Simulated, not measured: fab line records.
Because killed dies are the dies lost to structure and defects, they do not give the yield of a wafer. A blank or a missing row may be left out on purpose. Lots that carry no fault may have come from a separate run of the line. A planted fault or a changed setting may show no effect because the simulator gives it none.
Problem report in the 8D (eight disciplines) form, filled by code / flow nand-harc / the parts of the form that need people (team, actions taken, sign-off) are left out

== 1. WHAT IS WRONG ==
At NHARC_END_SORT_01, killed-at-array averages 94 over 5 wafers from 2 lots, while fault-free wafers read 24, standard deviation 8.4. That puts it +8.4 standard deviations away from the usual mean.
Seen first at day 22 04:41 on prober-02, wafer L362.2. Wafers with a number at this step in the record: 6, from 2 lots. By rule, "out" or "out of limits" means more than 4 standard deviations away from the usual mean. Any other wafer with a number is counted as sound.

== 2. WHAT IT IS, WHAT IT ISN'T ==
question=which readings at this step | is=killed-at-array, killed-dies | is not=killed-at-other, killed-at-periphery, killed-open, killed-short
question=which lots | is=L362, L364 | is not=-
question=which wafers of those lots | is=L362.2, L362.3, L362.6, L364.2, L364.3 | is not=L364.4
question=read on which gauges | is=prober-01, prober-02 | is not=-
question=when | is=from day 22 04:41 | is not=up to then (0 sound wafers); but 1 sound wafer of L364 came after

== 3. WHAT RULES OUT EACH SUSPECT ==
Counting: a tool at a process step up to the reading stays a suspect if it ran every lot that is out. Sound lots after the first of them don't rule it out here, since some wafers of a struck lot are sound.
- the gauge at NHARC_END_SORT_01 is ruled out. 2 gauges (prober-01, prober-02) read the wafers that are out.
- har-cap-etch-02 at NHARC_A_CONTACT_ETCH_130 (etches the open film in C4F8/O2/Ar, time 155 s, target depth 956 nm): kept. It ran every lot that is out, first L362 (day 19 12:45).
- pvd-sputter-02 at NHARC_THIN_TSV_DEGAS_53 (time 60 s): kept. It ran every lot that is out, first L362 (day 21 15:41).
- Within har-cap-etch-02 at NHARC_A_CONTACT_ETCH_130: the wafers that are out ran in chamber 1; their sound lot-mates ran in chamber 0.
What counting leaves: har-cap-etch-02 at NHARC_A_CONTACT_ETCH_130 and pvd-sputter-02 at NHARC_THIN_TSV_DEGAS_53.

== 4. THE CAUSE (what the simulator had put in) ==
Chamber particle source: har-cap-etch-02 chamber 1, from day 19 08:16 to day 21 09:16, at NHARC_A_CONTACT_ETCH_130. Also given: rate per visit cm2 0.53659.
2 suspects survive the count, and this tool is in that group.

== 5. THE EFFECT CHAIN, in route order ==
Rows list readings where the struck wafers' mean (over those with a number) sits beyond 3 standard deviations from the usual. Readings are gone through only where the record gives a usual standard deviation; hours: the median, over the lots, of the time from a lot's start at the first step in this table giving one to that lot's start at this step; sigmas: the change measured in usual standard deviations.
hours=0; step=NHARC_END_SORT_01; reading=killed-at-array; usual=24; on struck wafers=94; change=+70; sigmas=+8.4
hours=0; step=NHARC_END_SORT_01; reading=killed-dies; usual=27; on struck wafers=97; change=+70; sigmas=+8.2

== 6. WHAT WOULD HAVE CAUGHT IT SOONER ==
The first out-of-limits reading at a measuring or inspecting step in this record came at day 22 04:41, 68 hours after the fault's start at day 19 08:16.
By day 22 04:41 the whole set of lots that are out, 2 in number, had already begun NHARC_A_CONTACT_ETCH_130 on har-cap-etch-02. Tool hold at that time: it would have spared none of them.
